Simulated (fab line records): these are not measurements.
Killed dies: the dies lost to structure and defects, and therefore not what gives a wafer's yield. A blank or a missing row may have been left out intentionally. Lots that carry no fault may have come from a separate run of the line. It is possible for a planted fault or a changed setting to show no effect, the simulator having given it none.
Which tool did it? + flow n5_finfet + 8 lots with 24 wafers sampled at 5 steps, on a route of 1938 steps

## WHAT THE GAUGES READ, wafer by wafer
N5_BEOL_M4_RC_MEAS_101. Usual: DIBL_N 35.8 mV/V, standard deviation 1.5; DIBL_P 35.9 mV/V, standard deviation 1.8; IGATE_N 0.0123 nA/um, standard deviation 0.0018; IOFF_N 0.152 nA/um, standard deviation 0.025; IOFF_N_85C 3.0 nA/um, standard deviation 0.42; IOFF_N_LIN 0.071 nA/um, standard deviation 0.0099; IOFF_N_LONG 5.52e-05 nA/um, standard deviation 2.7e-06; IOFF_P 0.21 nA/um, standard deviation 0.031; IOFF_P_85C 3.6 nA/um, standard deviation 0.46; IOFF_P_LIN 0.099 nA/um, standard deviation 0.012; IOFF_P_LONG 0.000106 nA/um, standard deviation 9.7e-06; ION_N 672 uA/um, standard deviation 11; ION_P 462 uA/um, standard deviation 7.4; SS_N 71.5 mV/dec, standard deviation 0.52; SS_P 73.2 mV/dec, standard deviation 0.54; VT_N 250 mV, standard deviation 3; VT_N_LONG 274.9 mV, standard deviation 2.2; VT_N_LVT 99 mV, standard deviation 3.1; VT_P -250 mV, standard deviation 3.3; VT_P_LONG -275 mV, standard deviation 3.3; VT_P_LVT -99 mV, standard deviation 3.1.
| lot  | measured     | on        | DIBL_N (mV/V)  | DIBL_P (mV/V)  | IGATE_N (nA/um)      | IOFF_N (nA/um)       | IOFF_N_85C (nA/um) | IOFF_N_LIN (nA/um)   | IOFF_N_LONG (nA/um)           | IOFF_P (nA/um) | IOFF_P_85C (nA/um) | IOFF_P_LIN (nA/um) | IOFF_P_LONG (nA/um)        | ION_N (uA/um) | ION_P (uA/um) | SS_N (mV/dec)  | SS_P (mV/dec)  | VT_N (mV)   | VT_N_LONG (mV)    | VT_N_LVT (mV) | VT_P (mV)      | VT_P_LONG (mV) | VT_P_LVT (mV)  | flag |
|------|--------------|-----------|----------------|----------------|----------------------|----------------------|--------------------|----------------------|-------------------------------|----------------|--------------------|--------------------|----------------------------|---------------|---------------|----------------|----------------|-------------|-------------------|---------------|----------------|----------------|----------------|------|
| L908 | day 9 07:46  | prober-01 | 33.9 34.9 34.1 | 34.8 35.9 35.4 | 0.0137 0.0126 0.0120 | 0.122 0.143 0.125    | 2.5 2.9 2.6        | 0.062 0.068 0.062    | 5.27e-05 5.32e-05 5.23e-05    | 0.16 0.17 0.16 | 2.9 3.0 2.9        | 0.082 0.084 0.082  | 9.8e-05 9e-05 0.0001       | 670 674 665   | 457 452 459   | 70.9 70.7 71.5 | 72.9 73.0 72.6 | 250 251 251 | 276.1 272.9 273.6 | 101 99 102    | -254 -252 -256 | -276 -280 -279 | -103 -102 -103 |      |
| L913 | day 10 14:59 | prober-01 | 35.9 36.2 35.8 | 35.9 36.9 36.0 | 0.0945 0.0961 0.0897 | 24.895 26.832 25.822 | 214.3 226.8 219.6  | 11.572 12.452 11.994 | 0.0084762 0.0082906 0.0084384 | 0.04 0.05 0.04 | 0.9 1.0 0.9        | 0.021 0.021 0.020  | 5e-05 5.4e-05 4.8e-05      | 945 960 962   | 395 400 397   | 71.3 71.0 70.9 | 72.6 73.7 73.8 | 104 103 104 | 130.4 130.6 130.9 | -46 -48 -47   | -288 -293 -296 | -319 -318 -318 | -143 -142 -144 | OFF  |
| L914 | day 10 23:31 | prober-01 | 37.8 37.7 37.9 | 35.5 35.1 34.9 | 0.0856 0.1012 0.1152 | 22.809 23.018 21.789 | 205.9 204.9 195.5  | 10.868 10.894 10.046 | 0.0075507 0.0075824 0.0075259 | 0.04 0.04 0.04 | 1.0 1.0 0.9        | 0.020 0.021 0.020  | 5.2e-05 4.9e-05 5.2e-05    | 939 935 928   | 392 392 385   | 71.3 72.1 72.2 | 73.0 72.7 73.3 | 107 108 110 | 132.8 132.3 133.5 | -44 -45 -42   | -291 -293 -294 | -321 -318 -321 | -143 -143 -143 | OFF  |
| L916 | day 10 20:46 | prober-01 | 37.1 34.2 35.5 | 37.8 34.8 36.5 | 0.0103 0.0134 0.0122 | 0.177 0.128 0.145    | 3.5 2.7 2.9        | 0.081 0.065 0.069    | 5.36e-05 5.45e-05 5.48e-05    | 0.23 0.18 0.20 | 4.1 3.4 3.7        | 0.110 0.092 0.097  | 0.00011 0.000107 0.000101  | 667 677 672   | 458 467 459   | 71.3 71.8 71.3 | 74.7 73.7 74.1 | 248 252 251 | 279.3 277.2 275.2 | 97 102 101    | -248 -250 -253 | -277 -276 -274 | -98 -100 -99   |      |
| L923 | day 12 21:50 | prober-02 | 36.3 36.0 35.3 | 38.6 39.4 37.1 | 0.0117 0.0146 0.0159 | 0.179 0.177 0.159    | 3.5 3.4 3.2        | 0.083 0.083 0.075    | 5.41e-05 5.4e-05 5.52e-05     | 0.24 0.26 0.22 | 4.0 4.3 3.7        | 0.108 0.116 0.102  | 0.000106 0.00011 0.000107  | 677 689 683   | 463 477 462   | 71.6 71.5 71.4 | 73.8 73.7 73.4 | 247 248 251 | 277.5 275.9 276.5 | 95 96 97      | -249 -248 -249 | -274 -274 -273 | -95 -93 -98    |      |
| L924 | day 13 01:29 | prober-01 | 34.0 33.5 34.8 | 34.4 34.2 36.0 | 0.0143 0.0142 0.0167 | 0.141 0.127 0.159    | 2.8 2.6 3.2        | 0.069 0.060 0.076    | 5.57e-05 5.61e-05 5.66e-05    | 0.21 0.20 0.24 | 3.8 3.5 4.1        | 0.106 0.101 0.116  | 0.000117 0.000111 0.000119 | 664 648 689   | 463 457 473   | 72.0 70.8 71.4 | 73.1 72.4 73.4 | 252 253 249 | 276.3 273.2 275.9 | 99 102 98     | -247 -247 -246 | -271 -272 -270 | -98 -98 -95    |      |
| L925 | day 13 12:31 | prober-02 | 33.7 33.9 34.5 | 34.6 34.2 34.7 | 0.0087 0.0122 0.0146 | 0.135 0.133 0.145    | 2.7 2.6 2.8        | 0.065 0.063 0.064    | 5.5e-05 5.5e-05 5.47e-05      | 0.20 0.19 0.20 | 3.5 3.4 3.5        | 0.098 0.095 0.097  | 0.000108 0.000108 0.000104 | 662 664 653   | 465 455 455   | 71.3 71.8 71.4 | 72.6 73.0 73.2 | 251 253 254 | 274.4 274.2 273.8 | 99 101 99     | -249 -251 -252 | -274 -276 -274 | -99 -98 -99    |      |
| L926 | day 13 15:20 | prober-01 | 36.0 35.9 35.4 | 35.4 35.9 35.1 | 0.0112 0.0113 0.0104 | 0.146 0.154 0.144    | 2.9 3.0 2.9        | 0.072 0.076 0.072    | 5.51e-05 5.56e-05 5.64e-05    | 0.22 0.23 0.21 | 3.7 3.9 3.6        | 0.108 0.113 0.106  | 0.000116 0.000117 0.000115 | 676 678 693   | 467 466 468   | 71.5 71.8 71.3 | 73.1 73.0 72.4 | 251 246 251 | 274.1 274.5 272.8 | 102 101 102   | -249 -248 -248 | -273 -271 -271 | -99 -99 -99    |      |

## TOOL THAT RAN EACH LOT (tool first, then ch and the chambers of the sampled wafers, then the start)
| lot  | N5_HKMG_FIN_DESCUM_17             | N5_HKMG_FIN_ETCH_32               | N5_HKMG_FIN_ALD_91                 | N5_HKMG_FIN_STRIP_88                |
|------|-----------------------------------|-----------------------------------|------------------------------------|-------------------------------------|
| L908 | rie_diel-02 ch 0,1,2, day 5 02:39 | rie_diel-02 ch 0,1,2, day 5 02:44 | ald_metal-02 ch 2,3, day 5 03:38   | plasma_asher-01 ch 0,1, day 5 04:13 |
| L913 | rie_diel-04 ch 0,2,3, day 6 09:22 | rie_diel-04 ch 0,2,3, day 6 09:27 | ald_metal-02 ch 0,2,3, day 6 10:20 | plasma_asher-01 ch 0,1, day 6 10:58 |
| L914 | rie_diel-02 ch 0,2,3, day 6 17:18 | rie_diel-02 ch 0,2,3, day 6 17:23 | ald_metal-02 ch 1,2,3, day 6 18:17 | plasma_asher-02 ch 0,1, day 6 19:00 |
| L916 | rie_diel-02 ch 0,2,3, day 7 04:34 | rie_diel-02 ch 0,2,3, day 7 04:39 | ald_metal-01 ch 0,1,3, day 7 05:32 | plasma_asher-02 ch 0,1, day 7 06:10 |
| L923 | rie_diel-03 ch 1,3, day 8 20:47   | rie_diel-03 ch 1,3, day 8 20:53   | ald_metal-02 ch 1,2, day 8 21:46   | plasma_asher-01 ch 0,1, day 8 22:22 |
| L924 | rie_diel-04 ch 1,3, day 9 10:03   | rie_diel-04 ch 1,3, day 9 10:08   | ald_metal-03 ch 1,2,3, day 9 11:02 | plasma_asher-02 ch 0,1, day 9 11:44 |
| L925 | rie_diel-03 ch 0,2, day 9 10:07   | rie_diel-03 ch 0,2, day 9 10:13   | ald_metal-02 ch 2,3, day 9 11:06   | plasma_asher-01 ch 0,1, day 9 11:45 |
| L926 | rie_diel-03 ch 2,3, day 9 17:04   | rie_diel-03 ch 2,3, day 9 17:09   | ald_metal-01 ch 1,3, day 9 18:02   | plasma_asher-01 ch 0,1, day 9 18:47 |
- N5_HKMG_FIN_DESCUM_17: chemistry O2, time 7.9 s.
- N5_HKMG_FIN_ETCH_32: etches SOC in N2/H2, target depth 240 nm, time 300 s.
- N5_HKMG_FIN_ALD_91: deposits TiN, target thk 1 nm, pulse time 1 s, purge time 3 s.
- N5_HKMG_FIN_STRIP_88: strips in N2/H2, time 360 s.

## AS READ BY THE TOOLS THEMSELVES (means over the sampled wafers that have a number; for cases with no such wafer, the mark the record gives instead)
N5_HKMG_FIN_DESCUM_17. Usual: chamber_pressure_mTorr 19.999 mTorr, standard deviation 0.019; drypump_motor_current_A 5.5 A, standard deviation 0.5; oes_product_au 0.78 a.u., standard deviation 0.094; rf_vpp_V 243.0 V, standard deviation 1.3; showerhead_plenum_p_Torr 2.08 Torr, standard deviation 0.066; throttle_valve_pct 20.44 %, standard deviation 0.23.
| lot  | tool        | chamber_pressure_mTorr (mTorr) | drypump_motor_current_A (A) | oes_product_au (a.u.) | rf_vpp_V (V) | showerhead_plenum_p_Torr (Torr) | throttle_valve_pct (%) | flag |
|------|-------------|--------------------------------|-----------------------------|-----------------------|--------------|---------------------------------|------------------------|------|
| L908 | rie_diel-02 | 19.994                         | 5.6                         | 0.77                  | 242.8        | 2.03                            | 20.39                  |      |
| L913 | rie_diel-04 | 19.994                         | 5.4                         | 0.69                  | 242.6        | 2.06                            | 20.55                  |      |
| L914 | rie_diel-02 | 20.004                         | 5.2                         | 0.85                  | 243.1        | 2.09                            | 20.46                  |      |
| L916 | rie_diel-02 | 20.002                         | 5.2                         | 0.84                  | 243.1        | 2.09                            | 20.46                  |      |
| L923 | rie_diel-03 | 19.997                         | 5.3                         | 0.78                  | 242.9        | 2.09                            | 20.28                  |      |
| L924 | rie_diel-04 | 19.994                         | 6.1                         | 0.85                  | 242.9        | 2.09                            | 20.35                  |      |
| L925 | rie_diel-03 | 19.982                         | 6.0                         | 0.82                  | 243.4        | 2.07                            | 20.66                  |      |
| L926 | rie_diel-03 | 20.001                         | 5.6                         | 0.70                  | 243.8        | 2.11                            | 20.45                  |      |

N5_HKMG_FIN_ETCH_32. Usual: chamber_pressure_mTorr 29.998 mTorr, standard deviation 0.027; drypump_motor_current_A 5.5 A, standard deviation 0.49; oes_product_au 0.78 a.u., standard deviation 0.094; rf_vpp_V 523.5 V, standard deviation 2.3; showerhead_plenum_p_Torr 2.53 Torr, standard deviation 0.081; throttle_valve_pct 17.86 %, standard deviation 0.29.
| lot  | tool        | chamber_pressure_mTorr (mTorr) | drypump_motor_current_A (A) | oes_product_au (a.u.) | rf_vpp_V (V) | showerhead_plenum_p_Torr (Torr) | throttle_valve_pct (%) | flag |
|------|-------------|--------------------------------|-----------------------------|-----------------------|--------------|---------------------------------|------------------------|------|
| L908 | rie_diel-02 | 29.997                         | 5.5                         | 0.77                  | 521.5        | 2.47                            | 17.80                  |      |
| L913 | rie_diel-04 | 29.999                         | 5.4                         | 0.70                  | 521.5        | 2.51                            | 18.05                  |      |
| L914 | rie_diel-02 | 29.978                         | 5.2                         | 0.85                  | 523.4        | 2.54                            | 17.79                  |      |
| L916 | rie_diel-02 | 30.023                         | 5.2                         | 0.84                  | 522.8        | 2.53                            | 17.80                  |      |
| L923 | rie_diel-03 | 30.016                         | 5.2                         | 0.79                  | 524.5        | 2.53                            | 17.62                  |      |
| L924 | rie_diel-04 | 29.989                         | 6.1                         | 0.85                  | 522.8        | 2.54                            | 17.69                  |      |
| L925 | rie_diel-03 | 29.980                         | 6.1                         | 0.83                  | 522.4        | 2.50                            | 18.01                  |      |
| L926 | rie_diel-03 | 29.977                         | 5.6                         | 0.71                  | 524.2        | 2.56                            | 17.98                  |      |

N5_HKMG_FIN_ALD_91. Usual: chamber_pressure_Torr 3.001 Torr, standard deviation 0.0064; heater_power_w 893 W, standard deviation 84; precursor_pulse_height_rel 1.000, standard deviation 0.021.
| lot  | tool         | chamber_pressure_Torr (Torr) | heater_power_w (W) | precursor_pulse_height_rel | flag |
|------|--------------|------------------------------|--------------------|----------------------------|------|
| L908 | ald_metal-02 | 3.003                        | 910                | 0.986                      |      |
| L913 | ald_metal-02 | -                            | -                  | -                          | OFF  |
| L914 | ald_metal-02 | -                            | -                  | -                          | OFF  |
| L916 | ald_metal-01 | 2.998                        | 803                | 1.001                      |      |
| L923 | ald_metal-02 | 3.006                        | 879                | 1.009                      |      |
| L924 | ald_metal-03 | 2.997                        | 960                | 0.992                      |      |
| L925 | ald_metal-02 | 3.008                        | 936                | 1.004                      |      |
| L926 | ald_metal-01 | 2.998                        | 770                | 1.001                      |      |

N5_HKMG_FIN_STRIP_88. Usual: drypump_motor_current_A 5.6 A, standard deviation 0.36; heater_power_w 523 W, standard deviation 28.
| lot  | tool            | drypump_motor_current_A (A) | heater_power_w (W) | flag |
|------|-----------------|-----------------------------|--------------------|------|
| L908 | plasma_asher-01 | 5.8                         | 551                |      |
| L913 | plasma_asher-01 | 5.4                         | 521                |      |
| L914 | plasma_asher-02 | 5.5                         | 520                |      |
| L916 | plasma_asher-02 | 5.6                         | 517                |      |
| L923 | plasma_asher-01 | 5.4                         | 517                |      |
| L924 | plasma_asher-02 | 5.6                         | 515                |      |
| L925 | plasma_asher-01 | 5.4                         | 524                |      |
| L926 | plasma_asher-01 | 5.8                         | 544                |      |

## THE ANSWER, worked out from the rows above alone
Rule: a lot is off if the mean of its wafers that have a number lies more than 3 standard deviations from the usual mean. Also off: a lot with no number at a reading for which 4 or more lots have one. Where the step has rows for the other lots, those lots are counted as sound. After the gauges, taken in route order, come the tools' own readings; for these a lot's mean is taken, as printed above. The first step at which some lot is off is used, and at that step the reading that is off furthest; a lot without a number counts as furthest.
Off: at N5_BEOL_M4_RC_MEAS_101 (IOFF_N_LONG), L913, L914.
A tool fits if, at a process step before that reading, it ran every lot that is off, and no sound lot after the first of them. Not tried: the gauges at N5_BEOL_M4_RC_MEAS_101; whatever is off there is also off at N5_HKMG_FIN_ALD_91, on other tools, and gauge error can't account for it. Not one of the candidates tried fits.

## WHAT HAD BEEN PUT IN BY THE SIMULATOR
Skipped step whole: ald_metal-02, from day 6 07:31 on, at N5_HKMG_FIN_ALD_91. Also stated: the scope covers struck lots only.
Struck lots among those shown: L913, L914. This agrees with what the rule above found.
